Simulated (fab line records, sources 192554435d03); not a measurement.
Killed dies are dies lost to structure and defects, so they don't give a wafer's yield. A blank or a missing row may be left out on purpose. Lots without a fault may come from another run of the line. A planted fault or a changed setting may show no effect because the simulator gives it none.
Chamber matching | flow n5_finfet | N5_BEOL_M0_SAQP_ETCH_83 on rie_diel-02: 4 sister chambers
The step etches SiARC in CF4, target depth 39 nm, time 65 s. 16 wafers are shown with their chamber, then 8 later ones without.

WAFERS WITH THEIR CHAMBER
wafer  | chamber | throttle_valve_pct (%) | drypump_motor_current_A (A) | oes_product_au (a.u.)
L074.1 | 3       | 16.05                  | 5.0                         | 0.68
L074.3 | 1       | 15.24                  | 5.9                         | 0.74
L074.5 | 0       | 15.92                  | 6.0                         | 0.66
L078.2 | 3       | 16.08                  | 5.1                         | 0.68
L078.4 | 1       | 15.25                  | 5.9                         | 0.74
L078.5 | 2       | 15.53                  | 5.8                         | 0.58
L080.1 | 3       | 16.07                  | 5.1                         | 0.68
L080.2 | 2       | 15.54                  | 5.8                         | 0.57
L080.6 | 3       | 16.08                  | 5.1                         | 0.67
L081.2 | 3       | 16.10                  | 5.1                         | 0.67
L081.4 | 2       | 15.54                  | 5.8                         | 0.57
L081.5 | 1       | 15.26                  | 5.9                         | 0.73
L082.2 | 2       | 15.56                  | 5.8                         | 0.57
L082.4 | 3       | 16.09                  | 5.0                         | 0.67
L082.6 | 1       | 15.26                  | 5.9                         | 0.73
L086.1 | 0       | 16.00                  | 5.9                         | 0.64

SIGNATURES (means of the wafers above)
reading                 | chamber 0 | chamber 1 | chamber 2 | chamber 3 | scatter within a chamber
throttle_valve_pct      | 15.9600   | 15.2525   | 15.5425   | 16.0783   | 0.0213
drypump_motor_current_A | 5.950     | 5.900     | 5.800     | 5.067     | 0.0391
oes_product_au          | 0.6500    | 0.7350    | 0.5725    | 0.6750    | 0.00661
Rule: a wafer's distance from a chamber is the root of the sum, over the readings, of the square of ((its reading less the chamber's mean) divided by the reading's scatter). The wafer belongs to the nearest chamber; if the next one is less than 2 further off, it can't be placed. The scatter: the root of (the sum of the squares of (reading less its chamber's mean) over the shown wafers, divided by (wafers less chambers)).

WAFERS WITHOUT THEIR CHAMBER
wafer  | throttle_valve_pct (%) | drypump_motor_current_A (A) | oes_product_au (a.u.)
L086.2 | 15.55                  | 5.8                         | 0.56
L086.5 | 15.56                  | 5.8                         | 0.56
L092.2 | 15.58                  | 5.8                         | 0.56
L092.5 | 16.13                  | 5.0                         | 0.65
L092.6 | 15.57                  | 5.8                         | 0.56
L097.1 | 15.31                  | 5.9                         | 0.70
L097.4 | 16.02                  | 6.0                         | 0.63
L097.5 | 15.33                  | 5.9                         | 0.71

WHICH CHAMBER EACH WENT THROUGH
wafer  | from the rows above | in truth
L086.2 | 2                   | 2
L086.5 | 2                   | 2
L092.2 | 2                   | 2
L092.5 | 3                   | 3
L092.6 | 2                   | 2
L097.1 | 1                   | 1
L097.4 | 0                   | 0
L097.5 | 1                   | 1
Placed correctly: 8 of 8. Can't be placed from these rows: 0. Placed wrongly: 0.
